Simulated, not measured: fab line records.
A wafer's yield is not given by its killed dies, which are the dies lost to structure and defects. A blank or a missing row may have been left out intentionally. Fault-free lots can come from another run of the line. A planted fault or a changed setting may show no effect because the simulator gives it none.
Chamber matching ; flow nand-harc ; rie-diel-10 running NHARC_P_BONDPAD_ETCH_37: 4 sister chambers
The step etches the open film in N2/H2, target depth 60 nm, overetch 18 nm, time 65.91 s. 8 wafers are shown with their chamber, then 8 later ones without.

WAFERS WITH THEIR CHAMBER
wafer;chamber;showerhead-plenum-p-Torr (Torr);drypump-motor-current-A (A)
L082.2;2;1.94;5.3
L086.2;1;2.13;6.5
L086.3;0;2.01;6.6
L086.6;3;2.06;6.2
L087.1;2;1.94;5.3
L087.2;0;2.01;6.5
L087.3;3;2.06;6.2
L091.1;1;2.12;6.5

WAFERS MISSING THEIR CHAMBER
wafer;showerhead-plenum-p-Torr (Torr);drypump-motor-current-A (A)
L091.5;1.94;5.3
L091.6;2.06;6.2
L093.2;2.06;6.2
L093.3;2.13;6.4
L093.4;2.01;6.6
L096.1;2.05;6.2
L096.2;2.01;6.6
L096.4;2.12;6.4

CHAMBER TAKEN BY EACH
wafer;from the rows above;in truth
L091.5;2;2
L091.6;3;3
L093.2;3;3
L093.3;1;1
L093.4;0;0
L096.1;3;3
L096.2;0;0
L096.4;1;1
Correct placement for 8 of the 8. Number that these rows cannot place: 0. 0 placed wrongly.
How it was worked out, from the rows above alone: a wafer's distance from a chamber is the root of the sum, over the readings, of the square of ((its reading less the chamber's mean) divided by the reading's scatter). The wafer belongs to the nearest chamber; if the next one is less than 2 further off, it can't be placed. Each chamber's mean is taken over the wafers shown for it. The scatter: the root of (the sum of the squares of (reading less its chamber's mean) over the shown wafers, divided by (wafers less chambers)).
